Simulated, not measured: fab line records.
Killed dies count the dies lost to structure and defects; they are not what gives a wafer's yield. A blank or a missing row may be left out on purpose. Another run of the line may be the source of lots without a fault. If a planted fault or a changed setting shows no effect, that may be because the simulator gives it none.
fab line records	flow n5Finfet
record lots=9	wafers=25	lastDay=17
route steps=1938 shown FIN_SAQP@95 BEOL_M4@1111 PASSIVATION@1936
lots that met no fault: from a run of the same line without faults
startH: the number of hours between the record's first day and the start of the first shown wafer of the lot	waitH: hours elapsed since this lot's preceding step	" as in the row above	L1.1+2: a single row standing in for several wafers	- no value, or no start given	* or withheld: withheld	< > ~ a bound
route shown NAME@n: names a module that has steps shown in the file, with the first one's number in the route	usual: the fault-free wafers' mean and standard deviation	same: alike in all rows	chamber/n: place in a boat	sites: per-site readings	_std_site: how widely they spread, as a standard deviation	_edge_site: inner sites' mean taken away from outer sites' mean	radiusMm: how far each site lies from the wafer's centre	mask NAME#n: copy n	behind: the last tool/chamber to shape the wafer	hold: why the lot was held/for how many hours/how that ended	device: which transistor (n, p or np) failed to switch	end of line: the same wafers' tests at the end of the route	a step given without rows: its recipe and nothing more	killed: at the first sort, the dies lost to defects and structure; wafer yield is something else	map: a wafer's dies, marking killed ones x, the rest . and places with no die _
set.NAME: the run value of the setting; set.NAME@STEP: its run value at that earlier step	model.NAME: the simulator's own value behind a step, which no gauge read
one table for each step of the route and one row for each wafer, over a sample of lots
services: the hour from which a tool's chamber was out of use, counted from the record's first day as startH (under 0 if before that day), plus the number of hours and why
## steps
# step N5_FIN_SAQP_DENSIFY_62
# recipe tempC=700	timeS=60	ambient=N2	idleTempC=600	rampUpCPerS=150	rampDownCPerS=60	coolToC=600
# usual lampPowerPct=9.84/0.054	wafer_temp_C_max=703.3/0.6
lot.wafer	tool	chamber	startH	waitH	lampPowerPct	wafer_temp_C_max
L324.2	rtpAnneal-01	0	56.72	0.1	9.77	703.0
L324.3	"	0	"	"	9.87	703.2
L324.6	"	0	"	"	9.77	702.7
L326.2	rtpAnneal-02	0	69.73	0.2	9.87	703.8
L326.4	"	0	"	"	9.79	703.2
L327.1	rtpAnneal-01	0	75.28	0.3	9.77	702.4
L327.3	"	0	"	"	9.81	702.5
L327.4	"	0	"	"	9.89	703.3
L329.2	rtpAnneal-01	0	87.67	0.4	9.79	703.2
L329.3	"	0	"	"	9.92	702.6
L329.6	"	0	"	"	9.79	702.6
L330.2	rtpAnneal-02	0	95.47	0.1	9.87	704.0
L330.4	"	0	"	"	9.78	702.7
L330.5	"	0	"	"	9.86	703.0
L335.2	rtpAnneal-02	0	124.55	0.1	9.84	702.0
L335.5	"	0	"	"	9.86	703.9
L335.6	"	0	"	"	9.83	703.4
L339.2	rtpAnneal-02	0	146.94	0.1	9.93	702.9
L339.4	"	0	"	"	9.85	704.5
L339.5	"	0	"	"	9.86	703.9
L340.1	rtpAnneal-02	0	153.92	0.1	9.83	703.3
L340.4	"	0	"	"	9.78	702.8
L340.6	"	0	"	"	9.81	702.3
L341.4	rtpAnneal-02	0	159.19	0.3	9.86	704.1
L341.6	"	0	"	"	9.86	703.9
# step N5_FIN_SAQP_HM_DEP_72
# recipe material=SiO2	targetThkA=120	tempC=400	precursor=SiH4/N2O	pressureTorr=0.75	rfW=275	timeS=7.2
# usual chamberPressureTorr=0.7500/0.0016	heaterPowerW=770/110	showerheadPlenumPTorr=8.17/0.17	showerheadVppV=1015/79
lot.wafer	tool	chamber	startH	waitH	chamberPressureTorr	heaterPowerW	showerheadPlenumPTorr	showerheadVppV
L324.2	pecvd-01	2	57.24	0.0	0.7518	713	8.32	987
L324.3	"	1	"	"	0.7497	705	8.11	1011
L324.6	"	2	"	"	0.7479	731	8.32	981
L326.2	pecvd-01	1	70.25	0.0	0.7481	759	8.09	1007
L326.4	"	0	"	"	0.7510	755	8.19	931
L327.1	pecvd-04	0	75.84	0.0	0.7509	982	8.05	919
L327.3	"	2	"	"	0.7501	732	8.08	955
L327.4	"	2	"	"	0.7495	745	8.06	959
L329.2	pecvd-04	1	88.18	0.0	0.7511	656	7.78	962
L329.3	"	2	"	"	0.7504	795	8.04	949
L329.6	"	1	"	"	0.7495	630	7.79	977
L330.2	pecvd-02	2	95.99	0.0	0.7491	729	8.37	992
L330.4	"	1	"	"	0.7480	778	8.13	1151
L330.5	"	0	"	"	0.7499	811	8.38	1102
L335.2	pecvd-04	1	125.10	0.0	0.7498	596	7.80	966
L335.5	"	1	"	"	0.7497	611	7.80	1003
L335.6	"	2	"	"	0.7512	794	8.05	952
L339.2	pecvd-04	1	147.53	0.0	0.7498	728	7.81	985
L339.4	"	1	"	"	0.7492	729	7.79	977
L339.5	"	2	"	"	0.7503	854	8.05	943
L340.1	pecvd-02	1	154.48	0.0	0.7501	684	8.14	1149
L340.4	"	2	"	"	0.7481	631	8.38	1004
L340.6	"	1	"	"	0.7495	691	8.13	1149
L341.4	pecvd-01	0	159.67	0.1	0.7478	799	8.19	933
L341.6	"	2	"	"	0.7509	658	8.34	985
# step N5_FIN_SAQP_CD_MEAS_16
# recipe targetCdNm=35.6	landingEnergyEv=500	detector=seInlens
# usual cdNm=35.8/0.39
# same landingEnergyEv=500
lot.wafer	tool	chamber	startH	waitH	cdNm
L324.2	cdSem-02	0	57.69	-	36.5
L324.3	"	0	"	"	35.6
L324.6	"	0	"	"	36.0
L326.2	cdSem-03	0	70.70	-	35.4
L326.4	"	0	"	"	35.7
L327.1	cdSem-01	0	76.29	-	35.2
L327.3	"	0	"	"	35.7
L327.4	"	0	"	"	35.0
L329.2	cdSem-03	0	88.63	-	36.2
L329.3	"	0	"	"	35.8
L329.6	"	0	"	"	35.4
L330.2	cdSem-03	0	96.44	-	35.8
L330.4	"	0	"	"	36.1
L330.5	"	0	"	"	35.3
L335.2	cdSem-03	0	125.42	-	34.9
L335.5	"	0	"	"	35.7
L335.6	"	0	"	"	35.8
L339.2	cdSem-03	0	147.98	-	36.3
L339.4	"	0	"	"	36.1
L339.5	"	0	"	"	35.7
L340.1	cdSem-03	0	154.80	-	36.6
L340.4	"	0	"	"	36.4
L340.6	"	0	"	"	36.1
L341.4	cdSem-02	0	160.11	-	35.8
L341.6	"	0	"	"	36.1
# step N5_FIN_SAQP_ETCH_57
# recipe chemistry=CH3F/O2	target=SiNx	maskMaterial=SiO2	targetDepthA=325	timeS=46.4	pressureMtorr=30	sourceW=395	biasW=73	Ar_flow_sccm=150	CH3F_flow_sccm=30	O2_flow_sccm=20	ionEnergyEv=120	ends=cleared
# usual CH3F_flow_sccm=29.99/0.094	O2_flow_sccm=19.99/0.061	chamberPressureMTorr=29.996/0.025	drypumpMotorCurrentA=5.5/0.5	etchRfOnTimeS=46.7/1.2	oes_ar_750_au=0.76/0.1	oes_f_703_au=0.76/0.11	oesProductAu=0.65/0.085	rfVppV=296/6.6	showerheadPlenumPTorr=2.01/0.05	throttleValvePct=16.46/0.23
lot.wafer	tool	chamber	startH	waitH	CH3F_flow_sccm	O2_flow_sccm	chamberPressureMTorr	drypumpMotorCurrentA	etchRfOnTimeS	oes_ar_750_au	oes_f_703_au	oesProductAu	rfHoursCounterH	rfVppV	showerheadPlenumPTorr	throttleValvePct
L324.2	rieDiel-03	3	60.12	0.0	30.05	19.99	30.013	5.5	46.3	0.71	0.70	0.63	188	303	2.05	16.45
L324.3	"	0	"	"	29.93	19.98	29.946	6.3	47.0	0.67	0.64	0.58	233	302	1.99	16.79
L324.6	"	1	"	"	30.05	20.01	30.033	5.8	47.6	0.69	0.69	0.60	-	298	1.96	16.56
L326.2	rieDiel-03	0	73.06	0.0	30.01	20.00	30.059	6.3	47.0	0.67	0.64	0.58	239	303	1.99	16.80
L326.4	"	1	"	"	29.84	20.13	29.983	5.9	47.5	0.69	0.69	0.58	-	298	1.96	16.57
L327.1	rieDiel-05	0	78.69	0.3	30.01	19.97	29.991	5.9	44.1	0.96	0.95	0.83	8	294	1.97	16.34
L327.3	"	2	"	"	29.88	20.05	29.958	4.8	45.1	0.77	0.81	0.66	126	283	1.93	16.39
L327.4	"	0	"	"	30.01	20.12	30.016	5.9	45.1	0.95	0.96	0.83	-	294	1.97	16.34
L329.2	rieDiel-06	1	90.80	0.0	-	-	-	-	-	-	-	-	-	-	-	-
L329.3	"	0	"	"	-	-	-	-	-	-	-	-	-	-	-	-
L329.6	"	0	"	"	-	-	-	-	-	-	-	-	-	-	-	-
L330.2	rieDiel-05	1	102.28	0.1	-	-	-	-	-	-	-	-	-	-	-	-
L330.4	"	3	"	"	-	-	-	-	-	-	-	-	-	-	-	-
L330.5	"	3	"	"	-	-	-	-	-	-	-	-	-	-	-	-
L335.2	rieDiel-05	0	127.97	0.1	29.92	19.91	29.967	5.9	45.1	0.90	0.90	0.77	26	293	1.96	16.37
L335.5	"	1	"	"	30.04	20.00	30.035	5.1	46.8	0.89	0.86	0.76	-	307	2.04	16.09
L335.6	"	0	"	"	29.95	20.00	30.029	5.9	45.5	0.90	0.91	0.78	-	294	1.96	16.35
L339.2	rieDiel-06	0	151.21	0.0	29.94	19.98	29.980	5.3	44.2	0.94	0.97	0.78	23	289	2.06	16.04
L339.4	"	1	"	"	29.90	20.03	29.982	5.9	47.8	0.68	0.67	0.57	219	293	1.98	16.73
L339.5	"	1	"	"	30.02	20.07	30.037	5.9	48.2	0.67	0.66	0.57	-	294	1.98	16.73
L340.1	rieDiel-03	3	157.37	0.0	29.87	20.06	29.966	5.5	45.1	0.69	0.67	0.60	233	306	2.03	16.52
L340.4	"	2	"	"	29.91	20.02	29.986	5.8	46.3	0.91	0.90	0.79	-	305	2.04	16.04
L340.6	"	1	"	"	30.05	20.07	29.951	5.9	44.5	0.94	0.95	0.82	-	297	1.95	16.09
L341.4	rieDiel-06	2	162.81	0.0	30.06	19.99	29.970	4.7	46.6	0.67	0.67	0.57	248	289	1.95	16.61
L341.6	"	3	"	"	30.00	19.96	30.002	4.8	47.5	0.71	0.70	0.60	-	294	2.09	16.74
# step N5_FIN_SAQP_MANDREL_ETCH_58
# recipe chemistry=HBr/Cl2	target=a-Si	targetDepthA=450	btTimeS=10	stopOn=SiNx	maskMaterial=SiO2	overEtchFrac=0.8	timeS=27	pressureMtorr=10	icpW=800	biasW=75	HBr_flow_sccm=150	Cl2_flow_sccm=80	ends=endPoint
# usual HBr_flow_sccm=150.0/0.49	biasW=74.99/0.26	chamberPressureMTorr=10.000/0.0093	drypumpMotorCurrentA=5.7/0.51	oesProductAu=0.696/0.011	throttleValvePct=35.6/0.36
lot.wafer	tool	chamber	startH	waitH	HBr_flow_sccm	biasW	chamberPressureMTorr	drypumpMotorCurrentA	oesProductAu	rfHoursCounterH	throttleValvePct
L324.2	rieSi-03	3	60.26	0.0	149.8	75.61	9.994	6.0	0.708	56	35.2
L324.3	"	2	"	"	150.3	74.40	10.015	5.5	0.700	145	35.4
L324.6	"	1	"	"	150.2	74.86	9.984	6.6	0.692	-	35.7
L326.2	rieSi-03	3	73.20	0.0	150.1	74.92	10.001	6.0	0.709	56	35.2
L326.4	"	2	"	"	149.0	75.20	10.006	5.5	0.716	145	35.4
L327.1	rieSi-01	0	78.83	0.0	149.6	75.16	9.997	5.8	0.691	93	35.8
L327.3	"	2	"	"	150.4	75.04	10.024	5.6	0.685	111	35.5
L327.4	"	0	"	"	150.0	75.36	10.001	5.8	0.700	-	35.8
L329.2	rieSi-05	1	90.94	0.0	149.5	74.76	9.993	6.5	0.321	107	36.5
L329.3	"	0	"	"	150.8	75.49	10.001	6.2	0.311	67	36.5
L329.6	"	0	"	"	149.7	75.05	9.986	6.2	0.318	-	36.5
L330.2	rieSi-03	2	102.42	0.0	150.8	74.80	9.999	5.5	0.318	146	36.2
L330.4	"	1	"	"	149.5	74.63	10.004	6.6	0.315	69	36.5
L330.5	"	1	"	"	150.1	75.09	10.007	6.6	0.316	-	36.5
L335.2	rieSi-03	0	128.11	0.0	149.4	74.85	10.000	5.0	0.672	98	35.9
L335.5	"	2	"	"	149.4	75.13	10.000	5.5	0.704	-	35.4
L335.6	"	3	"	"	149.2	75.00	9.995	6.0	0.701	-	35.2
L339.2	rieSi-01	2	151.35	0.0	150.2	74.69	9.997	5.7	0.701	112	35.5
L339.4	"	0	"	"	150.8	74.90	10.010	5.9	0.700	95	35.8
L339.5	"	3	"	"	149.9	74.81	10.002	5.4	0.693	-	36.0
L340.1	rieSi-01	0	157.51	0.0	149.9	74.70	9.982	5.8	0.686	95	35.8
L340.4	"	3	"	"	149.7	74.83	10.005	5.5	0.693	105	36.0
L340.6	"	1	"	"	150.3	75.26	9.999	5.3	0.697	-	34.7
L341.4	rieSi-01	1	162.95	0.0	149.3	74.94	10.000	5.3	0.698	106	34.7
L341.6	"	3	"	"	150.3	75.14	9.996	5.4	0.692	-	36.0
# step N5_FIN_SAQP_CD_MEAS_31
# recipe targetCdNm=8	landingEnergyEv=1000	detector=seInlens	polarity=line
# usual cdNm=8.10/0.21
# same landingEnergyEv=1000
lot.wafer	tool	chamber	startH	waitH	cdNm
L324.2	cdSem-01	0	61.68	0.1	7.87
L324.3	"	0	"	"	8.47
L324.6	"	0	"	"	8.15
L326.2	cdSem-03	0	74.56	0.1	8.34
L326.4	"	0	"	"	8.35
L327.1	cdSem-01	0	80.47	0.1	8.07
L327.3	"	0	"	"	8.14
L327.4	"	0	"	"	8.40
L329.2	cdSem-02	0	92.30	0.1	-
L329.3	"	0	"	"	-
L329.6	"	0	"	"	-
L330.2	cdSem-03	0	105.79	0.1	-
L330.4	"	0	"	"	-
L330.5	"	0	"	"	-
L335.2	cdSem-03	0	129.86	0.1	8.13
L335.5	"	0	"	"	8.60
L335.6	"	0	"	"	7.79
L339.2	cdSem-02	0	153.93	0.1	8.11
L339.4	"	0	"	"	8.33
L339.5	"	0	"	"	8.05
L340.1	cdSem-02	0	159.03	0.1	8.13
L340.4	"	0	"	"	7.70
L340.6	"	0	"	"	8.32
L341.4	cdSem-03	0	164.41	0.1	7.94
L341.6	"	0	"	"	7.95
# step N5_BEOL_M4_RC_MEAS_101
# usual DIBL_N=36.9/2.1	DIBL_P=37.1/2.5	IOFF_N=0.17/0.039	IOFF_P=0.23/0.043	ION_N=673/15	ION_P=462/9.1	SS_N=71.8/0.69	SS_P=73.6/0.74	VT_N=250/3.6	VT_P=-249.7/2.9
lot.wafer	tool	chamber	startH	waitH	DIBL_N[mV/V]	DIBL_P[mV/V]	IOFF_N[nA/um]	IOFF_P[nA/um]	ION_N[uA/um]	ION_P[uA/um]	SS_N[mV/dec]	SS_P[mV/dec]	VT_N[mV]	VT_P[mV]
L324.2	prober-01	0	198.34	0.2	35.2	34.9	0.13	0.19	657	453	71.6	72.6	254	-252.9
L324.3	"	0	"	"	38.6	38.4	0.20	0.26	673	462	71.9	73.9	250	-246.8
L324.6	"	0	"	"	39.4	39.8	0.21	0.27	680	467	71.9	73.5	245	-245.6
L326.2	prober-02	0	218.58	0.2	34.7	36.2	0.14	0.21	661	459	71.6	73.8	252	-247.3
L326.4	"	0	"	"	37.2	38.4	0.19	0.25	668	466	72.7	74.6	249	-244.8
L327.1	prober-01	0	224.72	0.0	43.2	41.7	0.28	0.34	689	465	73.0	75.6	243	-247.7
L327.3	"	0	"	"	38.0	35.4	0.17	0.21	659	447	71.8	73.8	251	-252.2
L327.4	"	0	"	"	35.8	34.8	0.14	0.21	682	467	70.4	73.4	250	-249.3
L335.2	prober-01	0	267.39	0.2	39.1	39.0	0.23	0.26	689	473	72.1	73.4	244	-245.7
L335.5	"	0	"	"	35.9	36.4	0.16	0.21	673	457	71.3	73.0	250	-250.8
L335.6	"	0	"	"	40.5	42.4	0.25	0.31	701	476	72.7	74.5	246	-247.9
L339.2	prober-01	0	299.57	0.2	35.2	35.2	0.16	0.24	658	459	71.6	73.2	249	-246.8
L339.4	"	0	"	"	33.2	32.6	0.13	0.19	666	464	71.5	72.3	252	-248.8
L339.5	"	0	"	"	35.0	34.3	0.17	0.21	649	453	72.1	72.9	250	-248.8
L340.1	prober-02	0	302.10	0.0	37.3	35.9	0.17	0.21	681	462	72.1	73.4	248	-250.6
L340.4	"	0	"	"	33.3	32.1	0.11	0.15	664	455	70.4	72.4	254	-254.1
L340.6	"	0	"	"	37.4	37.0	0.19	0.23	700	474	71.9	73.5	245	-250.7
L341.4	prober-01	0	302.64	0.5	34.0	35.0	0.15	0.20	686	473	71.6	73.2	247	-249.2
L341.6	"	0	"	"	39.7	42.6	0.27	0.35	712	485	73.2	75.6	242	-245.4
# step N5_PASSIVATION_PROBE_49
# usual defectLimitedYield=91.3/1.4	killed_at_M0_to_M3=32/9.5	killed_at_M4_up=14/5.2	killedAtContacts=13/5.7	killedAtFrontEnd=41/12	killedAtOther=3.5/2.6	killedDies=103/17	killedOnRim=14/4	killedOpen=68/14	killedShort=32/7	sort_bin_4_leakage=0.01/0.051	sort_bin_5_function=5.0/0.91	sort_bin_6_memory=3.3/0.7	sort_bin_8_speed=0.03/0.22	sortNPass=1076/17	sortYieldPct=91.2/1.4
# same grossDies=1180	killedAtBackSide=0
lot.wafer	tool	chamber	startH	waitH	defectLimitedYield[%]	killed_at_M0_to_M3	killed_at_M4_up	killedAtContacts	killedAtFrontEnd	killedAtOther	killedDies	killedOnRim	killedOpen	killedShort	sort_bin_4_leakage[%]	sort_bin_5_function[%]	sort_bin_6_memory[%]	sort_bin_8_speed[%]	sortNPass	sortYieldPct[%]
L330.2	prober-01	-	341.73	0.1	0	46	13	12	1108	1	1180	152	81	55	0	95.5	4.4	0	0	0
L330.4	prober-01	-	341.83	0.2	0	58	26	11	1083	2	1180	152	103	41	0	95.2	4.3	0	0	0
L330.5	prober-01	-	341.88	0.2	0	41	9	14	1115	1	1180	152	87	30	0	96.0	3.5	0	0	0
L329.2	prober-01	-	342.42	0.1	0	32	10	24	1096	18	1180	152	82	51	0	95.6	4.1	0	0	0
L329.3	prober-01	-	342.47	0.1	0	29	8	7	1125	11	1180	152	78	40	0	94.7	5.3	0	0	0
L329.6	prober-01	-	342.62	0.3	0	31	8	10	1123	8	1180	152	67	35	0	96.4	3.2	0	0	0
# killed by level:class
L330.2 FIN_SAQP:areaEtch=1044 FIN_SAQP:geometricParticle:open=24 BEOL_M1:geometricParticle:open=16 FIN_SAQP:geometricParticle:short=10 STI_FIN_REVEAL:geometricParticle:open=8 BEOL_M1:geometricParticle:short=8 MOL_CONTACT_COAG:geometricParticle:open=7 GATE_CUT:geometricParticle:short=7
L330.4 FIN_SAQP:areaEtch=1035 BEOL_M1:geometricParticle:open=14 FIN_SAQP:geometricParticle:open=13 MOL_CONTACT_COAG:geometricParticle:open=11 BEOL_M0_SAQP:geometricParticle:open=10 BEOL_M3:geometricParticle:open=10 GATE_CUT:geometricParticle:short=9 BEOL_M0:geometricParticle:open=7
L330.5 FIN_SAQP:areaEtch=1062 BEOL_M1:geometricParticle:open=20 FIN_SAQP:geometricParticle:open=12 MOL_CONTACT_COAG:geometricParticle:open=12 STI_FIN_REVEAL:geometricParticle:open=11 GATE_CUT:geometricParticle:short=11 GATE_CUT:geometricParticle:open=11 BEOL_M0:geometricParticle:open=6
L329.2 FIN_SAQP:areaEtch=1047 MOL_CONTACT_COAG:geometricParticle:open=19 STI_FIN_REVEAL:geometricParticle:open=13 BEOL_M0_SAQP:geometricParticle:short=11 FIN_SAQP:geometricParticle:open=10 STI_FIN_REVEAL:geometricParticle:short=6 GATE_CUT:geometricParticle:short=6 MOL_CONTACT_COAG:geometricParticle:short=5
L329.3 FIN_SAQP:areaEtch=1061 STI_FIN_REVEAL:geometricParticle:open=19 GATE_CUT:geometricParticle:short=12 FIN_SAQP:geometricParticle:open=6 FIN_SAQP:geometricParticle:short=6 MOL_CONTACT_COAG:geometricParticle:open=6 BEOL_M1:geometricParticle:open=6 BEOL_M3:geometricParticle:open=5
L329.6 FIN_SAQP:areaEtch=1078 STI_FIN_REVEAL:geometricParticle:open=18 BEOL_M0_SAQP:geometricParticle:open=11 MOL_CONTACT_COAG:geometricParticle:open=7 GATE_CUT:geometricParticle:short=5 PASS1_CAP:geometricParticle:short=5 FIN_SAQP:geometricParticle:short=4 BEOL_M4:geometricParticle:open=4
## services
tool	chamber	startH	hours	kind
rieDiel-05	0	42.73	-	clean
rieDiel-05	0	42.73	-	consumableReplace:focusRing
rieDiel-05	0	42.73	14.6	scheduledDown
rieDiel-05	0	42.73	14.6	ventCycle
rieDiel-06	0	51.89	-	clean
rieDiel-06	0	51.89	-	consumableReplace:focusRing
rieDiel-06	0	51.89	19.3	scheduledDown
rieDiel-06	0	51.89	19.3	ventCycle
pecvd-02	1	52.18	3.5	repair
rieSi-01	0	52.51	6.1	repair
rieSi-01	3	56.00	24.3	repair
rieDiel-03	2	58.66	-	clean
rieDiel-03	2	58.66	-	consumableReplace:focusRing
rieDiel-05	1	69.95	-	clean
rieDiel-05	1	69.95	-	consumableReplace:focusRing
rieDiel-03	0	77.63	53.1	repair
pecvd-04	-	87.24	0.4	repair
rieSi-05	3	96.32	5.7	repair
rieDiel-03	2	97.15	3.3	repair
pecvd-01	1	99.56	51.8	repair
rieDiel-06	0	100.78	9.1	repair
rieDiel-06	-	119.48	4.4	repair
rieDiel-06	0	124.63	1.7	repair
rieDiel-03	-	158.24	0.4	repair
## key
firstSign step=N5_FIN_SAQP_ETCH_57	reading=toolRecord	direction=missing
effect step=N5_FIN_SAQP_MANDREL_ETCH_58	reading=oesProductAu	direction=down	sigmas=36	usual=0.696	struck=0.316
effect step=N5_FIN_SAQP_CD_MEAS_31	reading=cdNm	direction=missing
effect step=N5_PASSIVATION_PROBE_49	reading=sort_bin_5_function	direction=up	sigmas=99+	usual=5.0	struck=95.6
moreKillsBornAt N5_FIN_SAQP_ETCH_57@rieDiel-06=3182	N5_FIN_SAQP_ETCH_57@rieDiel-05=3141
metAt N5_FIN_SAQP_ETCH_57
struckLots L329,L330
laterRowsLeftOut L329.2,L329.3,L329.6,L330.2,L330.4,L330.5
notActingAt N5_FIN_SAQP_DENSIFY_62,N5_FIN_SAQP_HM_DEP_72,N5_FIN_SAQP_CD_MEAS_16
onsetBetween 78.69 90.80
fault kind=skippedStepWhole	tool=rieDiel-05,rieDiel-06	chamber=-	onsetH=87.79	steps=N5_FIN_SAQP_ETCH_57	scope=struckLotsOnly
# laterRowsLeftOut: the simulator's readings of these wafers behind a module that went badly wrong aren't trusted and aren't shown, but for the sort
